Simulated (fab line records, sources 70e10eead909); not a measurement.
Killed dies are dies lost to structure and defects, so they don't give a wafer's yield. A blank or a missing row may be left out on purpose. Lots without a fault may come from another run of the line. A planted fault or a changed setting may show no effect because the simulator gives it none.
Chamber matching | flow nand_harc | NHARC_A_CHANNEL_FILL_D1_ETCHBACK_20 on rie_diel-05: 4 sister chambers
The step etches the open film in C4F8/O2/Ar, target depth 27 nm, time 13.5 s. 4 wafers are shown with their chamber, then 9 later ones without.

WAFERS WITH THEIR CHAMBER
wafer  | chamber | rf_vpp_V (V)
L086.5 | 0       | 985
L087.2 | 3       | 981
L087.3 | 1       | 979
L087.4 | 2       | 984

WAFERS WITHOUT THEIR CHAMBER
wafer  | rf_vpp_V (V)
L089.3 | 982
L089.5 | 983
L089.6 | 979
L094.2 | 980
L094.4 | 977
L094.5 | 984
L097.1 | 984
L097.2 | 984
L097.5 | 980

WHICH CHAMBER EACH WENT THROUGH
wafer  | from the rows above          | in truth
L089.3 | can't be placed: 3 or 2      | 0
L089.5 | can't be placed: 2 or 0 or 3 | 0
L089.6 | 1                            | 1
L094.2 | can't be placed: 1 or 3      | 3
L094.4 | 1                            | 1
L094.5 | can't be placed: 2 or 0      | 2
L097.1 | can't be placed: 2 or 0      | 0
L097.2 | can't be placed: 2 or 0      | 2
L097.5 | can't be placed: 1 or 3      | 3
Placed correctly: 2 of 9. Can't be placed from these rows: 7 (the true chamber is among the candidates in 6). Placed wrongly: 0.
How it was worked out, from the rows above alone: a wafer's distance from a chamber is the root of the sum, over the readings, of the square of ((its reading less the chamber's mean) divided by the reading's scatter). The wafer belongs to the nearest chamber; if the next one is less than 2 further off, it can't be placed. A chamber's mean is the mean of its shown wafers. The scatter: with one shown wafer a chamber, the root of the mean of the squares of how far each hidden wafer lies from its nearest shown one.
